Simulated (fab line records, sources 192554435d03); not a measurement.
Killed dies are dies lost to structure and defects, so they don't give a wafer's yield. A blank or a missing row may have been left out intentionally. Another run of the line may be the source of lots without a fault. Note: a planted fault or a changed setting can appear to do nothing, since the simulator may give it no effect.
A struck lot beside a sound one	flow n5Finfet	15 out of 1938 route steps
Sound: these wafers, L204.1, L204.2, L204.3. Struck: wafers L222.4, L222.5 (left out: L222.2, a lot-mate that was not struck); the cause follows at the end.
Each step with rows lists, per side, the tool, then ch with its chambers, then its first start. Under that, the readings that differ: sound wafers	struck wafers	difference of the means	sigmas: that difference in standard deviations of wafers without a fault.
alike: same words and numbers on both sides, and readings whose means sit less than 2 such deviations apart. not compared: any withheld reading, any reading some wafer has no value for, any bound like >300 that may hide the same value, and any number with overlapping values for which the record gives no deviation.
Wherever a step has rows on one side only, a row that says differs or no value, or a row with sigmas, the two part there. Non-overlapping numbers with no deviation appear without sigmas and do not part them. Lack of a reading on every wafer of one side parts them only where that side has two or more wafers.

first, 6 steps without rows for these wafers: N5_MOL_CONTACT_COAG_COAT_78 (resist thk 40 nm); N5_MOL_CONTACT_COAG_EBR_80; N5_MOL_CONTACT_COAG_SOFTBAKE_79 (time 60 s); N5_MOL_CONTACT_COAG_EXPOSE_81 (exposes mask VG, defocus 0 nm); N5_MOL_CONTACT_COAG_PEB_82 (peb time 60 s); N5_MOL_CONTACT_COAG_DEVELOP_83 (develop time 30 s).
N5_MOL_CONTACT_COAG_CD_MEAS_84: the cd target is 25.1 nm.
  sound on cdSem-03 ch 0, day 5 15:02; struck on cdSem-03 ch 0, day 9 23:17
  alike: cdNm
N5_MOL_CONTACT_COAG_OVL_MEAS_85:
  sound on overlay-01 ch 0, day 5 15:04; struck on overlay-02 ch 0, day 9 23:19
  alike: VG_OVL
N5_MOL_CONTACT_COAG_INSPECT_57: inspects for defects (brightfield).
  sound on defectInspect-02, day 5 15:07; struck on defectInspect-02, day 9 23:22
  alike: rawDefectCount
N5_MOL_CONTACT_COAG_DESCUM_88: chemistry O2, time 7 s.
  sound on rieDiel-01 ch 0,1,2, day 5 15:09; struck on rieDiel-02 ch 1, day 9 23:25
reading	sound	struck	difference	sigmas
drypumpMotorCurrentA (A)	6.1 5.3 5.9	4.7 4.7	-1.1	-3
throttleValvePct (%)	20.23 20.13 20.39	20.65 20.67	+0.41	+2
  alike: oesProductAu, rfVppV, showerheadPlenumPTorr
  not compared: rfHoursCounterH
N5_MOL_CONTACT_COAG_ETCH_89: etches underlayer in N2/H2, target depth 13 nm, time 10.4 s.
  sound on rieDiel-01 ch 0,1,2, day 5 15:11; struck on rieDiel-02 ch 1, day 9 23:26
reading	sound	struck	difference	sigmas
drypumpMotorCurrentA (A)	6.0 5.3 5.9	4.7 4.7	-1.0	-3
throttleValvePct (%)	17.52 17.55 17.92	18.04 18.04	+0.38	+2
  alike: etchRfOnTimeS, h2FlowSccm, n2FlowSccm, oesProductAu, rfVppV, showerheadPlenumPTorr
  not compared: rfHoursCounterH
N5_MOL_CONTACT_COAG_ETCH_90: etches SiARC in CF4, target depth 13 nm, time 21.7 s.
  sound on rieDiel-01 ch 0,1,2, day 5 15:13; struck on rieDiel-02 ch 1, day 9 23:28
reading	sound	struck	difference	sigmas
drypumpMotorCurrentA (A)	6.1 5.3 5.9	4.7 4.7	-1.1	-3
throttleValvePct (%)	15.28 15.33 15.66	15.80 15.81	+0.38	+2
  alike: cf4FlowSccm, etchRfOnTimeS, oesProductAu, rfVppV, showerheadPlenumPTorr
  not compared: rfHoursCounterH
N5_MOL_CONTACT_COAG_ALD_131: deposits SiO2, target thk 5 nm, pulse time 1 s, co reactant pulse time 1 s.
  sound on aldSin-03 ch 1,2,3, day 5 15:17; struck on aldSin-03 ch 0,1, day 9 23:32
reading	sound	struck	difference	sigmas
aldCycles	35 35 35	33 33	-2	
model.SiO2_of_MOL_CONTACT_COAG_ALD_131.thkNm (nm)	5 5 5	4.8 4.6	-0.3	
  alike: heaterPowerW, precursorPulseHeightRel
N5_MOL_CONTACT_COAG_ETCHBACK_132: etches SiO2 in CHF3, target depth 10 nm, time 6.7 s.
  sound on rieDiel-04 ch 0,1,2, day 5 15:28; struck on rieDiel-04 ch 0,2, day 9 23:43
reading	sound	struck	difference	sigmas
rfHoursCounterH (h)	42 197 9	- -	no value on the struck wafers	
  alike: drypumpMotorCurrentA, oesProductAu, rfVppV, showerheadPlenumPTorr, throttleValvePct
-- record jumps: 3 days separate the struck wafers' starts on either side; left off in module MOL_CONTACT_COAG, taken up again in module BEOL_M4, whose first shown step is the route's number 1111 --
N5_BEOL_M4_RC_MEAS_101:
  sound on prober-01 ch 0, day 8 08:14; struck on prober-02 ch 0, day 12 21:04
reading	sound	struck	difference	sigmas
DIBL_P (mV/V)	37.7 36.8 38.9	35.4 34.5	-2.8	-2
  alike: DIBL_N, IOFF_N, IOFF_P, ION_N, ION_P, SS_N, SS_P, VT_N, VT_P

WHERE THEY PART
First at N5_MOL_CONTACT_COAG_DESCUM_88; last, within this record, at N5_BEOL_M4_RC_MEAS_101.

WHY: what the simulator had put in
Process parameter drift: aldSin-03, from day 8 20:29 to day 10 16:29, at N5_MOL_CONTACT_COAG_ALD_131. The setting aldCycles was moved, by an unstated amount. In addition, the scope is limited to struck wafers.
